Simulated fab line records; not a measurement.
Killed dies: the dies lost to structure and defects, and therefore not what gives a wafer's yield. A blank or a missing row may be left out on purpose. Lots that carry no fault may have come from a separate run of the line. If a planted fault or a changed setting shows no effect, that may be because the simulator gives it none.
fab line records -- flow n5-finfet
record: lots: 8, wafers: 24, last-day: 18
route steps=1938 shown HKMG_FIN@421 BEOL_M4@1111 PASSIVATION@1936
lots with no fault: from the same line, run without faults
start-h: hours from the record's opening day to when the first of the lot's shown wafers began -- wait-h: hours from the lot's prior step to this one -- " identical to the entry in the row above -- L1.1+2: a row that stands for several wafers -- - no value, or no start was given -- * or withheld: withheld -- < > ~ a bound
route shown NAME@n: a module of which the file shows steps, and the number in the route of the first -- usual: the fault-free wafers' mean and standard deviation -- same: alike in all rows -- chamber/n: place in a boat -- sites: readings site by site -- _std_site: standard deviation of those values -- _edge_site: the outer-site mean with the inner-site mean subtracted -- radius-mm: for every site, how far away it sits from the centre of the wafer -- mask NAME#n: copy n -- behind: the last tool/chamber to shape the wafer -- hold: why the lot went on hold/how many hours it stayed there/how the hold came to an end -- device: which transistor (n, p or np) failed to switch -- end of line: the route-end tests of the same wafers -- where a step has no rows: the recipe by itself -- killed: count of dies lost to structure and defects at first sort (not the wafer's yield) -- map: per-die view of a wafer (x killed, . not killed, _ where there is no die)
set.NAME: the setting the step ran with; set.NAME@STEP: the setting that earlier step ran with -- model.NAME: the simulator's own value behind a step, which no gauge read
the route's steps for a sample of lots (tables are steps, rows are wafers)
services: from which hour (start-h, from the record's first day; less than 0 if before it) a tool's chamber was out of use, for how many hours, and why
== steps ==
step: N5_HKMG_FIN_PWFM_ALD_03
recipe: material: TiN, target-thk-a: 20, temp-c: 400, ald-precursor-family: TiCl4, ald-co-reactant: NH3, pulse-time-s: 1, purge-time-s: 3, co-reactant-purge-time-s: 2, co-reactant-pulse-time-s: 2, ald-cycles: 91, pressure-torr: 3
usual: heater-power-w: 862/82, precursor-pulse-height-rel: 0.997/0.019
same: co-reactant-purge-time-s: 2
lot.wafer,tool,chamber,start-h,wait-h,heater-power-w,precursor-pulse-height-rel
L739.3,ald-metal-02,2,91.69,0.0,715,1.022
L739.5,ald-metal-02,1,91.69,0.0,777,0.992
L739.6,ald-metal-02,0,91.69,0.0,771,1.008
L740.1,ald-metal-03,0,100.64,0.0,789,1.008
L740.2,ald-metal-03,3,100.64,0.0,827,0.987
L740.3,ald-metal-03,1,100.64,0.0,1013,0.991
L748.3,ald-metal-04,1,144.79,0.0,878,1.029
L748.4,ald-metal-04,0,144.79,0.0,830,1.020
L748.6,ald-metal-04,1,144.79,0.0,868,1.029
L752.2,ald-metal-02,1,169.25,0.0,779,0.983
L752.3,ald-metal-02,0,169.25,0.0,758,1.011
L752.5,ald-metal-02,2,169.25,0.0,697,0.995
L753.3,ald-metal-04,3,176.01,0.0,872,1.016
L753.4,ald-metal-04,1,176.01,0.0,893,0.982
L753.6,ald-metal-04,2,176.01,0.0,950,1.020
L754.2,ald-metal-04,2,182.52,0.0,961,1.021
L754.3,ald-metal-04,1,182.52,0.0,898,1.024
L754.5,ald-metal-04,2,182.52,0.0,980,0.975
L757.1,ald-metal-04,2,206.05,0.0,967,0.988
L757.2,ald-metal-04,1,206.05,0.0,879,1.000
L757.3,ald-metal-04,3,206.05,0.0,879,1.002
L759.1,ald-metal-03,2,211.70,0.0,869,0.994
L759.3,ald-metal-03,1,211.70,0.0,969,0.986
L759.4,ald-metal-03,3,211.70,0.0,834,0.982
step: N5_HKMG_FIN_ETCH_31
recipe: chemistry: CF4, target: SiARC, target-depth-a: 455, mask-material: CAR-ArF, time-s: 75.8, ion-energy-ev: 80, pressure-mtorr: 40, source-w: 545, bias-w: 36, Ar_flow_sccm: 100, cf4-flow-sccm: 100, ends: cleared
usual: cf4-flow-sccm: 100.00/0.29, drypump-motor-current-A: 5.6/0.4, etch-rf-on-time-s: 75.3/2.2, oes-product-au: 0.68/0.071, rf-vpp-V: 184.1/1.1, showerhead-plenum-p-Torr: 2.14/0.062, throttle-valve-pct: 15.55/0.19
lot.wafer,tool,chamber,start-h,wait-h,cf4-flow-sccm,drypump-motor-current-A,etch-rf-on-time-s,oes-product-au,rf-hours-counter-h,rf-vpp-V,showerhead-plenum-p-Torr,throttle-valve-pct
L739.3,rie-diel-04,1,92.76,0.0,100.41,5.8,77.0,0.59,212,183.0,2.20,15.82
L739.5,rie-diel-04,1,92.76,0.0,100.20,5.9,76.4,0.59,-,185.8,2.20,15.84
L739.6,rie-diel-04,2,92.76,0.0,99.91,6.0,78.5,0.62,-,183.2,2.14,15.40
L740.1,rie-diel-06,2,101.60,0.0,99.63,5.8,69.8,0.79,36,186.0,2.18,15.43
L740.2,rie-diel-06,0,101.60,0.0,99.97,5.2,75.9,0.62,175,185.0,2.23,15.43
L740.3,rie-diel-06,3,101.60,0.0,99.85,5.1,76.5,0.78,19,184.2,2.10,15.53
L748.3,rie-diel-06,1,146.12,0.0,100.16,6.3,72.5,0.81,13,185.7,2.26,15.36
L748.4,rie-diel-06,2,146.12,0.0,100.28,5.8,103.5,0.63,52,184.8,2.18,15.44
L748.6,rie-diel-06,3,146.12,0.0,99.83,5.1,76.9,0.75,-,185.4,2.10,15.56
L752.2,rie-diel-01,3,170.21,0.0,100.20,6.1,73.3,0.60,247,184.0,2.10,15.77
L752.3,rie-diel-01,0,170.21,0.0,100.04,5.2,74.0,0.71,66,186.0,2.24,15.47
L752.5,rie-diel-01,2,170.21,0.0,99.94,5.6,75.1,0.75,-,184.3,2.09,15.37
L753.3,rie-diel-01,0,176.97,0.0,100.02,5.2,75.6,0.71,70,184.1,2.24,15.47
L753.4,rie-diel-01,2,176.97,0.0,100.01,5.6,75.7,0.74,-,184.0,2.08,15.35
L753.6,rie-diel-01,3,176.97,0.0,100.37,6.1,74.4,0.60,-,183.6,2.10,15.76
L754.2,rie-diel-04,1,183.49,0.0,99.41,5.9,77.3,0.57,245,184.1,2.19,15.91
L754.3,rie-diel-04,2,183.49,0.0,100.29,6.0,78.3,0.60,188,185.2,2.13,15.46
L754.5,rie-diel-04,0,183.49,0.0,99.32,6.0,75.8,0.67,-,183.4,2.08,15.43
L757.1,rie-diel-01,0,207.06,0.0,100.05,5.2,74.5,0.70,83,185.5,2.24,15.48
L757.2,rie-diel-01,1,207.06,0.0,100.04,5.3,71.6,0.62,251,183.1,2.10,15.98
L757.3,rie-diel-01,2,207.06,0.0,100.08,5.6,75.4,0.73,63,182.6,2.08,15.38
L759.1,rie-diel-04,0,212.53,0.0,100.24,5.9,74.9,0.66,135,183.3,2.08,15.43
L759.3,rie-diel-04,3,212.53,0.0,100.19,5.1,75.7,0.70,100,182.8,2.07,15.61
L759.4,rie-diel-04,2,212.53,0.0,100.24,6.0,78.0,0.60,-,184.7,2.13,15.47
step: N5_HKMG_FIN_STRIP_34
recipe: chemistry: CF4, resist: SiARC, power-w: 300, bias-power-w: 75, pressure-mtorr: 50, cf4-flow-sccm: 150, rf-frequency-hz: 6e+07
usual: cf4-flow-sccm: 150.1/0.45, drypump-motor-current-A: 5.6/0.4, oes-product-au: 0.79/0.076, rf-vpp-V: 271.1/1.5, showerhead-plenum-p-Torr: 1.80/0.053, throttle-valve-pct: 13.53/0.19
lot.wafer,tool,chamber,start-h,wait-h,cf4-flow-sccm,drypump-motor-current-A,oes-product-au,rf-hours-counter-h,rf-vpp-V,showerhead-plenum-p-Torr,throttle-valve-pct
L739.3,rie-diel-04,1,93.01,0.0,149.8,5.9,0.69,212,273.0,1.83,13.78
L739.5,rie-diel-04,1,93.01,0.0,150.1,5.9,0.68,-,271.7,1.83,13.77
L739.6,rie-diel-04,2,93.01,0.0,149.8,6.0,0.74,-,269.0,1.81,13.47
L740.1,rie-diel-06,2,101.84,0.0,149.7,5.8,0.87,36,272.1,1.83,13.38
L740.2,rie-diel-06,0,101.84,0.0,150.5,5.1,0.73,175,272.3,1.86,13.40
L740.3,rie-diel-06,3,101.84,0.0,149.3,5.1,0.91,19,269.9,1.77,13.49
L748.3,rie-diel-06,1,146.37,0.0,149.9,6.3,0.92,13,274.8,1.90,13.33
L748.4,rie-diel-06,2,146.37,0.0,150.0,5.8,0.85,52,272.1,1.83,13.42
L748.6,rie-diel-06,3,146.37,0.0,150.9,5.1,0.88,-,270.0,1.76,13.53
L752.2,rie-diel-01,3,170.45,0.0,149.8,6.2,0.69,247,270.0,1.78,13.83
L752.3,rie-diel-01,2,170.45,0.0,149.8,5.6,0.86,46,270.4,1.75,13.34
L752.5,rie-diel-01,0,170.45,0.0,150.3,5.2,0.83,-,272.9,1.88,13.43
L753.3,rie-diel-01,0,177.21,0.0,149.8,5.2,0.82,70,273.6,1.88,13.44
L753.4,rie-diel-01,2,177.21,0.0,151.1,5.6,0.86,-,270.2,1.75,13.33
L753.6,rie-diel-01,3,177.21,0.0,149.8,6.2,0.68,-,270.4,1.78,13.85
L754.2,rie-diel-04,1,183.73,0.0,150.6,5.9,0.67,245,273.1,1.82,13.86
L754.3,rie-diel-04,2,183.73,0.0,149.9,6.0,0.72,188,271.9,1.80,13.53
L754.5,rie-diel-04,0,183.73,0.0,149.2,5.9,0.77,-,268.2,1.74,13.38
L757.1,rie-diel-01,0,207.31,0.0,150.1,5.2,0.81,84,272.2,1.88,13.48
L757.2,rie-diel-01,1,207.31,0.0,149.7,5.3,0.69,251,270.0,1.75,13.94
L757.3,rie-diel-01,2,207.31,0.0,150.5,5.6,0.84,63,270.3,1.75,13.36
L759.1,rie-diel-04,0,212.78,0.0,150.4,5.9,0.77,135,270.4,1.74,13.39
L759.3,rie-diel-04,3,212.78,0.0,149.4,5.1,0.81,100,269.7,1.72,13.52
L759.4,rie-diel-04,2,212.78,0.0,149.3,6.0,0.71,-,269.4,1.80,13.55
step: N5_HKMG_FIN_STRIP_92
recipe: chemistry: N2/H2, material: SOC, time-s: 20, power-w: 500, temp-c: 40, pressure-mtorr: 50, rf-frequency-hz: 6e+07, bias-power-w: 8, h2-frac: 0.5, n2-flow-sccm: 300, h2-flow-sccm: 300
usual: drypump-motor-current-A: 5.6/0.41, oes-product-au: 0.80/0.086, rf-vpp-V: 54.2/0.89, showerhead-plenum-p-Torr: 3.37/0.11, temp-c: 40.00/0.12, throttle-valve-pct: 19.0/0.46
lot.wafer,tool,chamber,start-h,wait-h,drypump-motor-current-A,oes-product-au,rf-hours-counter-h,rf-vpp-V,showerhead-plenum-p-Torr,temp-c,throttle-valve-pct
L739.3,rie-diel-04,1,93.17,0.1,5.9,0.68,213,53.6,3.48,39.95,19.6
L739.5,rie-diel-04,1,93.17,0.1,5.9,0.67,-,54.3,3.48,39.96,19.6
L739.6,rie-diel-04,2,93.17,0.1,6.0,0.74,-,54.3,3.36,40.01,18.8
L740.1,rie-diel-06,2,102.01,0.1,5.8,0.93,36,55.7,3.42,40.12,18.9
L740.2,rie-diel-06,0,102.01,0.1,5.2,0.75,175,53.4,3.48,39.97,18.6
L740.3,rie-diel-06,3,102.01,0.1,5.1,0.91,19,54.7,3.30,40.09,19.2
L748.3,rie-diel-06,1,146.54,0.1,6.4,0.95,13,55.2,3.58,40.03,18.6
L748.4,rie-diel-06,2,146.54,0.1,5.8,0.90,53,56.1,3.41,39.92,19.0
L748.6,rie-diel-06,3,146.54,0.1,5.0,0.87,-,54.9,3.29,39.76,19.2
L752.2,rie-diel-01,3,170.62,0.1,6.1,0.70,247,54.3,3.33,39.98,20.1
L752.3,rie-diel-01,2,170.62,0.1,5.6,0.88,46,54.0,3.27,40.00,18.5
L752.5,rie-diel-01,0,170.62,0.1,5.2,0.83,-,54.8,3.54,39.98,19.1
L753.3,rie-diel-01,0,177.38,0.1,5.2,0.83,70,55.9,3.54,39.93,19.1
L753.4,rie-diel-01,2,177.38,0.1,5.6,0.88,-,53.7,3.26,39.97,18.5
L753.6,rie-diel-01,3,177.38,0.1,6.2,0.69,-,55.2,3.33,39.98,20.1
L754.2,rie-diel-04,1,183.90,0.1,5.9,0.65,245,54.7,3.46,39.88,19.7
L754.3,rie-diel-04,2,183.90,0.1,6.0,0.70,188,52.6,3.34,40.08,18.8
L754.5,rie-diel-04,0,183.90,0.1,6.0,0.79,-,54.2,3.25,40.07,18.7
L757.1,rie-diel-01,0,207.48,0.1,5.2,0.82,84,52.9,3.53,40.10,19.1
L757.2,rie-diel-01,1,207.48,0.1,5.4,0.71,251,53.7,3.30,39.88,19.4
L757.3,rie-diel-01,2,207.48,0.1,5.6,0.85,63,52.9,3.26,40.04,18.5
L759.1,rie-diel-04,0,212.95,0.1,6.0,0.77,135,52.9,3.24,40.03,18.7
L759.3,rie-diel-04,3,212.95,0.1,5.1,0.82,100,56.2,3.25,40.18,18.9
L759.4,rie-diel-04,2,212.95,0.1,6.0,0.70,-,53.7,3.34,40.04,18.8
step: N5_BEOL_M4_RC_MEAS_101
usual: DIBL_N: 36.4/2.7, DIBL_P: 36/3.2, IOFF_N: 0.16/0.046, IOFF_P: 0.21/0.055, ION_N: 677/15, ION_P: 464/11, SS_N: 71.5/0.79, SS_P: 73.3/0.93, VT_N: 250/4.1, VT_P: -251/4.4
lot.wafer,tool,chamber,start-h,wait-h,DIBL_N[mV/V],DIBL_P[mV/V],IOFF_N[nA/um],IOFF_P[nA/um],ION_N[uA/um],ION_P[uA/um],SS_N[mV/dec],SS_P[mV/dec],VT_N[mV],VT_P[mV]
L739.3,prober-01,0,189.09,0.3,38.3,40,0.22,0.36,695,487,72.9,73.0,242,-239
L739.5,prober-01,0,189.09,0.3,37.2,38,0.19,0.28,691,478,72.2,73.6,245,-242
L739.6,prober-01,0,189.09,0.3,35.4,36,0.16,0.26,682,481,72.0,73.0,248,-243
L740.1,prober-02,0,206.75,0.0,31.4,29,0.09,0.13,648,452,69.9,71.0,256,-257
L740.2,prober-02,0,206.75,0.0,36.5,36,0.17,0.21,691,470,71.7,72.6,246,-249
L740.3,prober-02,0,206.75,0.0,35.3,34,0.14,0.18,677,463,71.3,72.5,252,-253
L748.3,prober-02,0,249.67,0.3,35.0,36,0.17,0.21,704,478,71.3,73.8,246,-248
L748.4,prober-02,0,249.67,0.3,33.4,34,0.15,0.20,691,471,70.3,72.8,246,-248
L748.6,prober-02,0,249.67,0.3,32.7,33,0.13,0.17,668,460,70.5,72.9,249,-253
L752.2,prober-01,0,266.03,0.2,36.6,38,0.16,0.19,692,463,71.7,73.7,248,-253
L752.3,prober-01,0,266.03,0.2,40.7,43,0.25,0.26,694,461,72.5,74.8,247,-250
L752.5,prober-01,0,266.03,0.2,37.0,40,0.16,0.21,668,454,70.8,73.7,254,-254
L753.3,prober-01,0,285.01,0.3,40.7,40,0.20,0.23,690,462,72.2,73.8,249,-250
L753.4,prober-01,0,285.01,0.3,42.5,44,0.25,0.31,694,476,72.7,75.2,246,-247
L753.6,prober-01,0,285.01,0.3,36.0,35,0.13,0.17,677,467,70.9,72.6,253,-253
L754.2,prober-02,0,286.74,0.2,34.7,35,0.13,0.14,667,445,71.0,72.4,255,-255
L754.3,prober-02,0,286.74,0.2,37.8,41,0.18,0.22,671,450,72.3,73.9,251,-253
L754.5,prober-02,0,286.74,0.2,34.3,36,0.12,0.16,658,445,71.2,72.7,254,-258
L757.1,prober-02,0,316.62,0.0,36.8,37,0.19,0.23,697,475,71.2,72.9,246,-248
L757.2,prober-02,0,316.62,0.0,37.1,38,0.20,0.23,694,466,71.2,73.8,246,-253
L757.3,prober-02,0,316.62,0.0,37.0,38,0.17,0.23,673,466,71.6,74.1,247,-251
L759.1,prober-01,0,319.44,0.0,28.6,29,0.06,0.09,633,435,70.3,70.7,264,-265
L759.3,prober-01,0,319.44,0.0,32.5,32,0.11,0.12,658,440,71.0,71.9,256,-259
L759.4,prober-01,0,319.44,0.0,32.1,33,0.11,0.13,677,462,70.6,71.7,253,-259
step: N5_PASSIVATION_PROBE_49
usual: defect-limited-yield: 91.1/1.4, killed_at_M0_to_M3: 34/9.7, killed_at_M4_up: 13/5.1, killed-at-contacts: 14/6.3, killed-at-front-end: 40/11, killed-at-other: 3.5/2.7, killed-dies: 105/16, killed-on-rim: 13/4.1, killed-open: 70/12, killed-short: 34/7.8, sort_bin_4_leakage: 0.02/0.13, sort_bin_5_function: 5.2/0.88, sort_bin_6_memory: 3.3/0.7, sort_bin_8_speed: 0.1/0.62, sort-n-pass: 1074/17, sort-yield-pct: 91.0/1.5
same: gross-dies: 1180, killed-at-back-side: 0
lot.wafer,tool,chamber,start-h,wait-h,defect-limited-yield[%],killed_at_M0_to_M3,killed_at_M4_up,killed-at-contacts,killed-at-front-end,killed-at-other,killed-dies,killed-on-rim,killed-open,killed-short,sort_bin_4_leakage[%],sort_bin_5_function[%],sort_bin_6_memory[%],sort_bin_8_speed[%],sort-n-pass,sort-yield-pct[%]
L739.3,prober-01,-,291.88,0.1,90.6,43,8,17,43,0,111,23,71,35,0,6.4,2.2,0,1069,90.6
L739.5,prober-01,-,291.98,0.2,91.7,29,8,18,42,1,98,9,65,32,0,4.9,3.2,0,1082,91.7
L739.6,prober-01,-,292.03,0.3,91.4,25,7,31,37,1,101,13,70,31,0,5.3,2.6,0,1079,91.4
L740.1,prober-01,-,307.65,0.0,91.7,42,16,13,26,1,98,16,62,34,0,4.5,3.4,0,1082,91.7
L740.2,prober-01,-,307.70,0.1,92.1,35,19,7,30,2,93,9,63,30,0,5.3,2.3,0,1087,92.1
L740.3,prober-01,-,307.75,0.1,90.5,35,16,20,39,2,112,11,75,35,0,4.4,4.7,0,1068,90.5
L748.3,prober-01,-,357.51,0.1,92.9,28,10,14,27,5,84,6,60,23,0,4.2,2.5,0,1096,92.9
L748.4,prober-01,-,357.56,0.2,92.4,26,5,7,42,10,90,9,66,24,0,4.4,3.1,0,1090,92.4
L748.6,prober-01,-,357.66,0.3,92.7,36,10,5,30,5,86,8,57,27,0,4.7,2.2,0,1094,92.7
L752.2,prober-01,-,371.55,0.1,90.8,34,16,6,50,2,108,11,71,37,0,5.6,3.4,0,1072,90.8
L752.3,prober-01,-,371.60,0.1,93.0,29,9,7,37,1,83,9,63,20,0,4.4,2.3,0,1097,93.0
L752.5,prober-01,-,371.70,0.2,92.1,21,13,12,43,4,93,14,60,33,0,4.5,3.1,0,1087,92.1
L753.3,prober-01,-,386.96,0.1,90.3,28,6,21,51,8,114,10,76,30,0,5.9,3.1,0,1066,90.3
L753.4,prober-01,-,387.01,0.2,90.5,32,14,22,39,5,112,18,73,36,0.08,5.5,3.4,0,1067,90.4
L753.6,prober-01,-,387.11,0.3,89.4,40,17,19,41,8,125,13,77,38,0,6.1,3.5,0,1055,89.4
L754.2,prober-01,-,388.04,0.1,92.4,30,14,17,26,3,90,15,62,28,0,4.7,2.8,0,1090,92.4
L754.3,prober-01,-,388.09,0.1,92.5,19,7,20,37,5,88,9,55,29,0,3.7,3.3,0,1092,92.5
L754.5,prober-01,-,388.19,0.2,90.4,37,8,14,47,7,113,7,56,57,0,5.5,3.4,0,1067,90.4
killed by level:class
L739.3 BEOL_M0_SAQP:geometric-particle:short=15 MOL_CONTACT_COAG:geometric-particle:open=14 BEOL_M0_SAQP:geometric-particle:open=13 DUMMY_GATE:geometric-particle:open=10 BEOL_M2:geometric-particle:open=7 FIN_SAQP:geometric-particle:open=5 FIN_SAQP:geometric-particle:short=5 GATE_CUT:geometric-particle:short=5
L739.5 MOL_CONTACT_COAG:geometric-particle:open=14 BEOL_M0_SAQP:geometric-particle:open=12 DUMMY_GATE:geometric-particle:open=9 FIN_SAQP:geometric-particle:open=7 BEOL_M0_SAQP:geometric-particle:short=6 DUMMY_GATE:geometric-particle:short=5 BEOL_M2:geometric-particle:open=5 STARTING-WAFER:geometric-particle:open=5
L739.6 MOL_CONTACT_COAG:geometric-particle:open=25 FIN_SAQP:geometric-particle:open=9 BEOL_M0_SAQP:geometric-particle:short=8 BEOL_M0_SAQP:geometric-particle:open=8 FIN_SAQP:geometric-particle:short=7 DUMMY_GATE:geometric-particle:open=6 MOL_CONTACT_COAG:geometric-particle:short=6 BEOL_M4:geometric-particle:open=6
L740.1 BEOL_M0_SAQP:geometric-particle:short=12 BEOL_M3:geometric-particle:open=10 MOL_CONTACT_COAG:geometric-particle:open=9 BEOL_M0_SAQP:geometric-particle:open=9 BEOL_M4:geometric-particle:open=9 FIN_SAQP:geometric-particle:short=4 FIN_SAQP:geometric-particle:open=4 STI_FIN_REVEAL:geometric-particle:open=4
L740.2 STI_FIN_REVEAL:geometric-particle:open=10 BEOL_M4:geometric-particle:open=9 BEOL_M0_SAQP:geometric-particle:short=8 FIN_SAQP:geometric-particle:open=7 MOL_CONTACT_COAG:geometric-particle:open=7 BEOL_M0_SAQP:geometric-particle:open=7 BEOL_M3:geometric-particle:open=6 BEOL_M2:geometric-particle:open=6
L740.3 MOL_CONTACT_COAG:geometric-particle:open=17 STI_FIN_REVEAL:geometric-particle:open=16 BEOL_M0_SAQP:geometric-particle:short=11 BEOL_M4:geometric-particle:open=10 BEOL_M0_SAQP:geometric-particle:open=7 BEOL_M2:geometric-particle:open=5 BEOL_M3:geometric-particle:open=4 GATE_CUT:geometric-particle:short=4
L748.3 MOL_CONTACT_COAG:geometric-particle:open=14 BEOL_M2:geometric-particle:open=8 BEOL_M0_SAQP:geometric-particle:short=7 FIN_SAQP:geometric-particle:open=6 BEOL_M0_SAQP:geometric-particle:open=6 FIN_SAQP:geometric-particle:short=4 BEOL_M1:geometric-particle:open=4 DUMMY_GATE:geometric-particle:open=3
L748.4 STI_FIN_REVEAL:geometric-particle:open=14 FIN_SAQP:geometric-particle:open=6 BEOL_M2:geometric-particle:open=6 BEOL_M3:geometric-particle:open=6 MOL_CONTACT_COAG:geometric-particle:open=5 DUMMY_GATE:geometric-particle:open=4 MIM_TOP_ETCH:geometric-particle:open=4 BEOL_M0_SAQP:geometric-particle:open=4
L748.6 BEOL_M1:geometric-particle:open=9 STI_FIN_REVEAL:geometric-particle:open=8 BEOL_M0_SAQP:geometric-particle:short=7 BEOL_M2:geometric-particle:open=7 FIN_SAQP:geometric-particle:short=6 BEOL_M0_SAQP:geometric-particle:open=6 MOL_CONTACT_COAG:geometric-particle:open=5 FIN_SAQP:geometric-particle:open=4
L752.2 FIN_SAQP:geometric-particle:open=9 BEOL_M0_SAQP:geometric-particle:open=9 BEOL_M0_SAQP:geometric-particle:short=9 DUMMY_GATE:geometric-particle:open=7 STI_FIN_REVEAL:geometric-particle:open=6 MOL_CONTACT_COAG:geometric-particle:open=6 BEOL_M3:geometric-particle:open=6 FIN_SAQP:geometric-particle:short=5
L752.3 BEOL_M3:geometric-particle:open=10 FIN_SAQP:geometric-particle:open=8 DUMMY_GATE:geometric-particle:open=8 BEOL_M0_SAQP:geometric-particle:open=7 MOL_CONTACT_COAG:geometric-particle:open=7 STI_FIN_REVEAL:geometric-particle:open=5 BEOL_M0:geometric-particle:open=4 BEOL_M0_SAQP:geometric-particle:short=3
L752.5 STI_FIN_REVEAL:geometric-particle:open=14 MOL_CONTACT_COAG:geometric-particle:open=8 FIN_SAQP:geometric-particle:open=6 STARTING-WAFER:geometric-particle:short=5 FIN_SAQP:geometric-particle:short=4 DUMMY_GATE:geometric-particle:open=4 MOL_CONTACT_COAG:geometric-particle:short=4 BEOL_M1:geometric-particle:short=4
L753.3 MOL_CONTACT_COAG:geometric-particle:open=18 STI_FIN_REVEAL:geometric-particle:open=15 BEOL_M2:geometric-particle:open=8 BEOL_M3:geometric-particle:open=7 STARTING-WAFER:geometric-particle:short=6 FIN_SAQP:geometric-particle:open=5 BEOL_M0_SAQP:geometric-particle:short=5 STARTING-WAFER:geometric-particle:open=5
L753.4 MOL_CONTACT_COAG:geometric-particle:open=17 BEOL_M3:geometric-particle:open=12 STI_FIN_REVEAL:geometric-particle:open=9 BEOL_M0_SAQP:geometric-particle:open=6 FIN_SAQP:geometric-particle:open=5 FIN_SAQP:geometric-particle:short=5 MOL_CONTACT_COAG:geometric-particle:short=5 BEOL_M0_SAQP:geometric-particle:short=5
L753.6 BEOL_M2:geometric-particle:open=14 MOL_CONTACT_COAG:geometric-particle:open=12 HKMG_FIN:area-etch=7 FIN_SAQP:geometric-particle:short=6 MOL_CONTACT_COAG:geometric-particle:short=6 BEOL_M1:geometric-particle:open=6 BEOL_M4:geometric-particle:open=6 STI_FIN_REVEAL:geometric-particle:open=5
L754.2 MOL_CONTACT_COAG:geometric-particle:open=13 STI_FIN_REVEAL:geometric-particle:open=8 FIN_SAQP:geometric-particle:short=7 BEOL_M1:geometric-particle:open=7 FIN_SAQP:geometric-particle:open=4 MOL_CONTACT_COAG:geometric-particle:short=4 BEOL_M0_SAQP:geometric-particle:short=4 BEOL_M3:geometric-particle:open=4
L754.3 MOL_CONTACT_COAG:geometric-particle:open=17 FIN_SAQP:geometric-particle:short=9 STI_FIN_REVEAL:geometric-particle:open=7 BEOL_M0_SAQP:geometric-particle:short=6 DUMMY_GATE:geometric-particle:open=4 BEOL_M0:geometric-particle:open=4 MOL_CONTACT_COAG:geometric-particle:short=3 FIN_SAQP:geometric-particle:open=2
L754.5 BEOL_M0_SAQP:geometric-particle:short=13 FIN_SAQP:geometric-particle:short=12 STI_FIN_REVEAL:geometric-particle:open=11 BEOL_M0_SAQP:geometric-particle:open=8 MOL_CONTACT_COAG:geometric-particle:short=7 MOL_CONTACT_COAG:geometric-particle:open=7 FIN_SAQP:geometric-particle:open=5 GATE_CUT:geometric-particle:short=5
== services ==
tool,chamber,start-h,hours,kind
rie-diel-06,1,88.25,-,clean
rie-diel-06,1,88.25,-,consumable-replace:focus-ring
rie-diel-06,1,88.25,-,consumable-replace:showerhead
rie-diel-06,1,88.25,19.6,scheduled-down
rie-diel-06,1,88.25,19.6,vent-cycle
rie-diel-04,3,122.87,3.9,repair
rie-diel-04,-,126.60,2.8,pm
rie-diel-01,-,144.78,4.3,pm
ald-metal-04,0,172.22,17.7,repair
rie-diel-06,3,173.08,5.7,repair
rie-diel-04,3,185.80,9.3,repair
ald-metal-04,1,188.14,11.8,repair
rie-diel-04,1,195.45,-,clean
rie-diel-04,1,195.45,-,consumable-replace:focus-ring
rie-diel-04,1,195.45,17.4,scheduled-down
rie-diel-04,1,195.45,17.4,vent-cycle
rie-diel-01,3,205.59,-,clean
rie-diel-01,3,205.59,-,consumable-replace:focus-ring
rie-diel-01,3,205.59,19.6,scheduled-down
rie-diel-01,3,205.59,19.6,vent-cycle
ald-metal-02,2,208.62,5.0,repair
== key ==
first-sign: step: N5_HKMG_FIN_ETCH_31, reading: etch-rf-on-time-s, direction: up, sigmas: 13, usual: *, struck: *
effect none on later readings
met-at N5_HKMG_FIN_ETCH_31
struck-lots L748
struck-wafers L748.4
not-acting-at N5_HKMG_FIN_PWFM_ALD_03,N5_HKMG_FIN_STRIP_34,N5_HKMG_FIN_STRIP_92
onset-between 101.60 146.12
fault: kind: process-parameter-drift, tool: rie-diel-06, chamber: 2, onset-h: 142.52, steps: N5_HKMG_FIN_ETCH_31, channel: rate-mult, offset: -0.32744, shape: step, end-h: 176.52
